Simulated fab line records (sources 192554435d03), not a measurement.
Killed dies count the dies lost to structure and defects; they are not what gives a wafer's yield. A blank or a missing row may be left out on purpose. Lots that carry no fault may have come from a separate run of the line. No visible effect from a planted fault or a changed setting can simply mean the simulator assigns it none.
fab line records -- flow n5-finfet
record lots=11, wafers=32, last-day=18
route steps=1938 shown BEOL_M7@1320 BEOL_M15@1827 MIM_TOP_LITHO@1847 PASSIVATION@1911
lots that met no fault: taken from a fault-free run of the same line
start-h: hours from the record's first day to the start of the lot's first wafer shown -- wait-h: time in hours since the lot's previous step -- " same as the row above -- L1.1+2: a single row standing in for several wafers -- - either no value or no given start -- * or withheld: withheld -- < > ~ a bound
route shown NAME@n: names a module that has steps shown in the file, with the first one's number in the route -- usual: mean/standard deviation of fault-free wafers -- same: alike in all rows -- chamber/n: place in a boat -- sites: per-site readings -- _std_site: how widely they spread, as a standard deviation -- _edge_site: inner sites' mean taken away from outer sites' mean -- radius-mm: how far each site lies from the wafer's centre -- mask NAME#n: copy n -- behind: the tool/chamber that last shaped the wafer -- hold: why the lot was held/for how many hours/how that ended -- device: whichever transistor did not switch (one of n, p or np) -- end of line: the tests these same wafers got at the end of their route -- for a step that has no rows: nothing shown but its recipe -- killed: at the first sort, the dies lost to defects and structure; wafer yield is something else -- map: shows each die of a wafer: x if killed, . if not, _ if none is there
set.NAME: the setting as run; set.NAME@STEP: as run at that earlier step -- model.NAME: the simulator's own value behind a step, which no gauge read
steps of the route over a sample of lots; a table a step, a row a wafer
services: the hour from which a tool's chamber was out of use, counted from the record's first day as start-h (under 0 if before that day), plus the number of hours and why
## steps
# step N5_BEOL_M7_ALD_77
# recipe material=TaN, target-thk-a=20, temp-c=275, ald-precursor-family=PDMAT, ald-co-reactant=NH3, pressure-torr=3, carrier-flow-sccm=1500, pulse-time-s=2, purge-time-s=3, co-reactant-purge-time-s=2, co-reactant-pulse-time-s=3, ald-cycles=40, precursor-vessel-temp-c=75, precursor-vessel-pressure-torr=26.25, precursor-vessel-carrier-sccm=1000
# usual heater-power-w=415/43, mfc-carrier-sccm=1500/4.7, precursor-vessel-temp-c=75.02/0.12
lot.wafer,tool,chamber,start-h,wait-h,heater-power-w,mfc-carrier-sccm,precursor-vessel-temp-c
L310.2,ald-metal-04,1,212.21,0.0,335,1501,74.93
L310.3,ald-metal-04,0,212.21,0.0,409,1503,74.94
L310.5,ald-metal-04,2,212.21,0.0,409,1501,74.84
L309.2,ald-metal-03,1,212.29,0.0,368,1494,75.07
L309.5,ald-metal-03,2,212.29,0.0,462,1497,74.96
L309.6,ald-metal-03,1,212.29,0.0,356,1497,74.83
L311.1,ald-metal-03,0,229.31,0.1,483,1498,75.07
L311.2,ald-metal-03,3,229.31,0.1,419,1500,75.01
L311.5,ald-metal-03,1,229.31,0.1,367,1504,75.32
L312.1,ald-metal-04,3,229.52,0.1,453,1501,75.23
L312.2,ald-metal-04,0,229.52,0.1,419,1505,75.04
L312.5,ald-metal-04,1,229.52,0.1,339,1495,74.96
L313.1,ald-metal-04,2,230.96,0.0,398,1500,74.86
L313.4,ald-metal-04,0,230.96,0.0,408,1499,75.11
L313.6,ald-metal-04,2,230.96,0.0,402,1502,74.84
L316.2,ald-metal-03,1,245.51,0.1,365,1504,75.06
L316.5,ald-metal-03,3,245.51,0.1,410,1500,75.00
L316.6,ald-metal-03,2,245.51,0.1,452,1494,74.75
L317.5,ald-metal-04,2,257.46,0.2,411,1497,74.90
L317.6,ald-metal-04,3,257.46,0.2,464,1503,75.13
L321.3,ald-metal-04,0,277.59,0.2,408,1498,74.96
L321.4,ald-metal-04,3,277.59,0.2,466,1505,74.98
L321.5,ald-metal-04,1,277.59,0.2,333,1497,75.20
L329.2,ald-metal-04,2,332.38,0.1,399,1498,74.87
L329.4,ald-metal-04,0,332.38,0.1,414,1504,74.99
L329.6,ald-metal-04,3,332.38,0.1,456,1511,74.96
L330.1,ald-metal-04,0,341.03,0.0,419,1496,75.23
L330.4,ald-metal-04,2,341.03,0.0,403,1501,75.27
L330.5,ald-metal-04,1,341.03,0.0,346,1495,75.06
L332.4,ald-metal-04,1,344.01,0.2,336,1501,75.01
L332.5,ald-metal-04,0,344.01,0.2,409,1494,75.06
L332.6,ald-metal-04,1,344.01,0.2,342,1503,75.25
# step N5_BEOL_M15_DEP_53
# recipe material=SiCN, target-thk-a=500, temp-c=withheld, precursor=3MS/NH3, pressure-torr=3, rf-w=675, time-s=17.8
# usual showerhead-plenum-p-Torr=4.171/0.025, throttle-valve-pct=18.3/1.1
lot.wafer,tool,chamber,start-h,wait-h,showerhead-plenum-p-Torr,throttle-valve-pct
L309.2,pecvd-04,2,278.57,0.0,4.149,18.6
L309.5,pecvd-04,2,278.57,0.0,4.157,18.7
L309.6,pecvd-04,0,278.57,0.0,4.188,18.4
L310.2,pecvd-03,1,284.96,0.0,4.219,18.4
L310.3,pecvd-03,2,284.96,0.0,4.154,16.9
L310.5,pecvd-03,2,284.96,0.0,4.146,16.8
L311.1,pecvd-01,1,297.68,0.0,4.185,19.9
L311.2,pecvd-01,2,297.68,0.0,4.168,16.3
L311.5,pecvd-01,2,297.68,0.0,4.180,16.3
L312.1,pecvd-03,1,299.11,0.0,4.220,18.4
L312.2,pecvd-03,0,299.11,0.0,4.147,17.5
L312.5,pecvd-03,0,299.11,0.0,4.147,17.6
L313.1,pecvd-03,0,302.32,0.0,4.146,17.8
L313.4,pecvd-03,2,302.32,0.0,4.152,17.0
L313.6,pecvd-03,0,302.32,0.0,4.152,17.3
L316.2,pecvd-01,1,309.80,0.0,4.172,19.7
L316.5,pecvd-01,0,309.80,0.0,4.183,20.3
L316.6,pecvd-01,2,309.80,0.0,4.181,16.0
L317.5,pecvd-03,1,313.50,0.0,4.220,18.7
L317.6,pecvd-03,0,313.50,0.0,4.161,17.4
L321.3,pecvd-04,1,333.24,0.1,4.146,18.8
L321.4,pecvd-04,1,333.24,0.1,4.136,18.5
L321.5,pecvd-04,1,333.24,0.1,4.141,18.4
L329.2,pecvd-04,0,392.25,0.0,4.183,18.6
L329.4,pecvd-04,2,392.25,0.0,4.160,18.9
L329.6,pecvd-04,0,392.25,0.0,4.175,18.6
L330.1,pecvd-03,1,406.86,0.0,4.221,19.2
L330.4,pecvd-03,2,406.86,0.0,4.152,17.1
L330.5,pecvd-03,0,406.86,0.0,4.151,17.6
L332.4,pecvd-03,0,412.79,0.0,4.160,17.4
L332.5,pecvd-03,2,412.79,0.0,4.143,17.2
L332.6,pecvd-03,1,412.79,0.0,4.227,19.3
# step N5_MIM_TOP_LITHO_CD_MEAS_08
# recipe target-cd-nm=2000, landing-energy-ev=500, detector=se-inlens
# usual cd-nm=2000.0/2.4
lot.wafer,tool,chamber,start-h,wait-h,cd-nm
L309.2,cd-sem-01,0,282.08,-,1998.7
L309.5,cd-sem-01,0,282.08,-,2003.4
L309.6,cd-sem-01,0,282.08,-,1999.9
L310.2,cd-sem-03,0,288.64,-,1997.3
L310.3,cd-sem-03,0,288.64,-,2001.1
L310.5,cd-sem-03,0,288.64,-,2001.0
L311.1,cd-sem-02,0,302.02,-,1995.6
L311.2,cd-sem-02,0,302.02,-,1998.0
L311.5,cd-sem-02,0,302.02,-,1999.0
L312.1,cd-sem-02,0,303.97,-,1998.5
L312.2,cd-sem-02,0,303.97,-,1999.7
L312.5,cd-sem-02,0,303.97,-,1998.5
L313.1,cd-sem-01,0,305.25,-,2000.6
L313.4,cd-sem-01,0,305.25,-,1997.0
L313.6,cd-sem-01,0,305.25,-,2001.5
L316.2,cd-sem-02,0,313.62,-,2004.8
L316.5,cd-sem-02,0,313.62,-,1999.8
L316.6,cd-sem-02,0,313.62,-,1997.9
L317.5,cd-sem-03,0,320.45,-,2000.2
L317.6,cd-sem-03,0,320.45,-,2004.8
L321.3,cd-sem-02,0,335.73,-,1999.7
L321.4,cd-sem-02,0,335.73,-,1999.1
L321.5,cd-sem-02,0,335.73,-,2000.2
L329.2,cd-sem-03,0,399.06,-,2000.8
L329.4,cd-sem-03,0,399.06,-,2005.4
L329.6,cd-sem-03,0,399.06,-,2002.7
L330.1,cd-sem-03,0,411.10,-,2002.2
L330.4,cd-sem-03,0,411.10,-,2003.0
L330.5,cd-sem-03,0,411.10,-,2003.0
L332.4,cd-sem-01,0,415.53,-,1996.7
L332.5,cd-sem-01,0,415.53,-,2001.9
L332.6,cd-sem-01,0,415.53,-,1999.0
# step N5_PASSIVATION_STRIP_34
# recipe chemistry=O2, power-w=600, temp-c=60, pressure-mtorr=30, rf-frequency-hz=6e+07, bias-power-w=0, overash-fraction=2, o2-flow-sccm=225
# usual drypump-motor-current-A=5.9/0.58, o2-flow-sccm=224.9/0.73, oes-product-au=0.81/0.096, rf-vpp-V=3.9/1.5, showerhead-plenum-p-Torr=2.14/0.083, throttle-valve-pct=16.60/0.26
lot.wafer,tool,chamber,start-h,wait-h,drypump-motor-current-A,o2-flow-sccm,oes-product-au,rf-hours-counter-h,rf-vpp-V,showerhead-plenum-p-Torr,throttle-valve-pct
L309.2,rie-diel-02,0,288.83,0.3,6.2,225.6,0.68,241,4.1,2.14,16.44
L309.5,rie-diel-02,1,288.83,0.3,6.5,223.9,0.88,-,2.6,2.20,16.33
L309.6,rie-diel-02,2,288.83,0.3,5.6,225.0,0.77,-,2.9,2.09,16.65
L310.2,rie-diel-01,3,294.91,0.1,5.1,224.8,0.79,91,1.4,2.01,16.33
L310.3,rie-diel-01,2,294.91,0.1,4.9,226.1,0.68,229,6.4,1.99,16.82
L310.5,rie-diel-01,1,294.91,0.1,6.1,225.0,0.79,-,3.8,2.20,16.75
L311.1,rie-diel-05,0,308.24,0.1,5.6,224.7,0.91,34,6.1,2.15,16.64
L311.2,rie-diel-05,3,308.24,0.1,6.2,225.9,0.92,23,4.3,2.25,16.39
L311.5,rie-diel-05,3,308.24,0.1,6.2,224.4,0.91,-,5.6,2.25,16.40
L313.1,rie-diel-02,0,310.89,0.1,6.2,225.5,0.68,249,5.3,2.14,16.47
L313.4,rie-diel-02,3,310.89,0.1,6.0,224.5,0.84,-,1.0,2.23,16.81
L313.6,rie-diel-02,0,310.89,0.1,6.2,225.8,0.69,-,2.8,2.14,16.40
L312.1,rie-diel-05,3,311.14,0.1,6.2,224.7,0.89,24,1.8,2.25,16.42
L312.2,rie-diel-05,2,311.14,0.1,5.6,224.7,0.68,234,5.2,2.16,16.98
L312.5,rie-diel-05,3,311.14,0.1,6.3,224.1,0.90,-,3.1,2.25,16.43
L316.2,rie-diel-01,2,318.15,0.1,4.9,226.0,0.67,238,6.4,1.99,16.79
L316.5,rie-diel-01,0,318.15,0.1,6.8,224.9,0.69,-,8.4,2.07,16.90
L316.6,rie-diel-01,1,318.15,0.1,6.2,224.3,0.76,-,1.4,2.20,16.76
L317.5,rie-diel-05,3,327.51,0.0,6.2,225.2,0.88,-,2.3,2.25,16.44
L317.6,rie-diel-05,0,327.51,0.0,5.6,223.5,0.89,-,2.9,2.15,16.68
L321.3,rie-diel-01,3,342.57,0.5,5.1,225.8,0.76,110,3.0,2.01,16.35
L321.4,rie-diel-01,2,342.57,0.5,4.9,226.7,0.65,248,3.9,1.98,16.80
L321.5,rie-diel-01,2,342.57,0.5,4.9,226.2,0.67,-,3.5,1.98,16.79
L329.2,rie-diel-05,0,405.06,0.1,5.5,223.6,0.85,70,0.9,2.13,16.78
L329.4,rie-diel-05,0,405.06,0.1,5.6,224.4,0.86,-,6.2,2.13,16.80
L329.6,rie-diel-05,2,405.06,0.1,5.6,226.2,0.93,-,2.0,2.14,16.55
L330.1,rie-diel-01,0,420.43,0.5,6.8,224.7,1.02,1,4.2,2.06,16.43
L330.4,rie-diel-01,3,420.43,0.5,5.1,224.8,0.76,140,2.4,2.00,16.40
L330.5,rie-diel-01,0,420.43,0.5,6.8,224.0,1.03,-,5.4,2.06,16.36
L332.4,rie-diel-05,0,424.57,0.1,5.7,225.7,0.85,79,5.9,2.13,16.83
L332.5,rie-diel-05,2,424.57,0.1,5.6,224.8,0.90,-,4.1,2.14,16.56
L332.6,rie-diel-05,3,424.57,0.1,6.2,224.7,0.83,-,3.2,2.23,16.48
# step N5_PASSIVATION_PROBE_49
# usual defect-limited-yield=91.2/1.5, killed_at_M0_to_M3=33/9.6, killed_at_M4_up=14/5.6, killed-at-contacts=14/5.5, killed-at-front-end=40/13, killed-at-other=4/3, killed-dies=104/17, killed-open=68/13, killed-short=33/7.2, sort_bin_4_leakage=0.00/0.014, sort_bin_5_function=5.2/0.95, sort_bin_6_memory=3.3/0.62, sort_bin_8_speed=0.00/0.012, sort-n-pass=1076/17, sort-yield-pct=91.2/1.5
# same gross-dies=1180, killed-at-back-side=0
lot.wafer,tool,chamber,start-h,wait-h,defect-limited-yield[%],killed_at_M0_to_M3,killed_at_M4_up,killed-at-contacts,killed-at-front-end,killed-at-other,killed-dies,killed-open,killed-short,sort_bin_4_leakage[%],sort_bin_5_function[%],sort_bin_6_memory[%],sort_bin_8_speed[%],sort-n-pass,sort-yield-pct[%]
L317.5,prober-02,-,332.10,0.2,88.0,22,70,13,35,2,142,48,31,0,6.9,3.1,0,1038,88.0
L317.6,prober-02,-,332.15,0.3,85.2,53,78,8,34,2,175,71,43,0,9.4,3.8,0,1005,85.2
L321.3,prober-02,-,346.95,0.1,81.0,19,125,8,68,4,224,67,39,0,12.0,4.2,0,956,81.0
L321.4,prober-02,-,347.00,0.2,88.0,18,67,13,42,2,142,56,23,0,7.3,2.9,0,1038,88.0
L321.5,prober-02,-,347.05,0.2,82.7,20,132,13,38,1,204,56,25,0,10.8,4.3,0,976,82.7
# killed by level:class
L317.5 BEOL_M7:unspecified=60 FIN_SAQP:geometric-particle:short=12 MOL_CONTACT_COAG:geometric-particle:open=12 BEOL_M0:geometric-particle:open=5 FIN_SAQP:geometric-particle:open=4 BEOL_M2:geometric-particle:short=4 STI_FIN_REVEAL:geometric-particle:open=4 ILD0:geometric-particle:short=4
L317.6 BEOL_M7:unspecified=58 BEOL_M2:geometric-particle:open=14 BEOL_M0_SAQP:geometric-particle:short=13 BEOL_M0_SAQP:geometric-particle:open=9 FIN_SAQP:geometric-particle:short=8 BEOL_M3:geometric-particle:open=7 BEOL_M2:geometric-particle:short=6 BEOL_M4:geometric-particle:open=6
L321.3 BEOL_M7:unspecified=118 STI_FIN_REVEAL:geometric-particle:open=17 FIN_SAQP:geometric-particle:short=15 MOL_CONTACT_COAG:geometric-particle:open=8 GATE_CUT:geometric-particle:short=7 SPACER0:geometric-particle:open=6 STI_FIN_REVEAL:geometric-particle:short=4 SPACER0:geometric-particle:short=4
L321.4 BEOL_M7:unspecified=61 GATE_CUT:geometric-particle:open=10 MOL_CONTACT_COAG:geometric-particle:open=10 STI_FIN_REVEAL:geometric-particle:open=6 FIN_SAQP:geometric-particle:open=5 BEOL_M0_SAQP:geometric-particle:open=5 BEOL_M1:geometric-particle:open=5 STI_FIN_REVEAL:geometric-particle:short=4
L321.5 BEOL_M7:unspecified=121 MOL_CONTACT_COAG:geometric-particle:open=9 DUMMY_GATE:geometric-particle:open=8 GATE_CUT:geometric-particle:open=6 BEOL_M1:geometric-particle:open=5 FIN_SAQP:geometric-particle:open=4 FIN_SAQP:geometric-particle:short=4 STI_FIN_REVEAL:geometric-particle:open=4
## services
tool,chamber,start-h,hours,kind
rie-diel-01,1,200.33,1.6,repair
ald-metal-03,2,216.14,3.1,repair
pecvd-01,0,221.01,1.7,repair
pecvd-01,-,224.83,0.8,repair
pecvd-04,-,227.99,28.1,pm
pecvd-01,-,243.92,14.6,pm
rie-diel-05,2,248.35,14.3,repair
rie-diel-01,2,252.54,8.2,repair
pecvd-04,-,272.95,0.7,repair
ald-metal-03,-,282.01,8.7,pm
pecvd-01,1,289.14,3.5,repair
ald-metal-04,1,303.24,2.4,repair
rie-diel-02,2,306.72,4.8,repair
pecvd-01,-,310.82,0.3,repair
rie-diel-02,3,317.48,4.5,repair
ald-metal-03,1,323.95,7.4,repair
rie-diel-02,3,329.20,11.3,repair
pecvd-04,0,331.85,8.1,repair
rie-diel-02,2,332.84,7.0,repair
rie-diel-01,3,344.13,12.7,repair
pecvd-04,-,348.15,0.5,repair
ald-metal-04,3,375.86,1.7,repair
rie-diel-02,0,379.82,4.5,repair
rie-diel-05,1,389.81,22.9,repair
## key
first-sign step=N5_PASSIVATION_PROBE_49, reading=killed_at_M4_up, direction=up, sigmas=14, usual=14, struck=94
effect step=N5_PASSIVATION_PROBE_49, reading=defect-limited-yield, direction=down, sigmas=4.3, usual=91.2, struck=85.0
more-kills-born-at N5_BEOL_M7_ALD_77@ald-metal-04=418
met-at N5_BEOL_M7_ALD_77
struck-lots L317,L321
not-acting-at N5_BEOL_M15_DEP_53,N5_MIM_TOP_LITHO_CD_MEAS_08,N5_PASSIVATION_STRIP_34
onset-between 230.96 257.46
fault kind=chamber-particle-source, tool=ald-metal-04, chamber=-, onset-h=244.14, steps=N5_BEOL_M7_ALD_77, rate-per-visit-cm2=0.80996, end-h=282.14
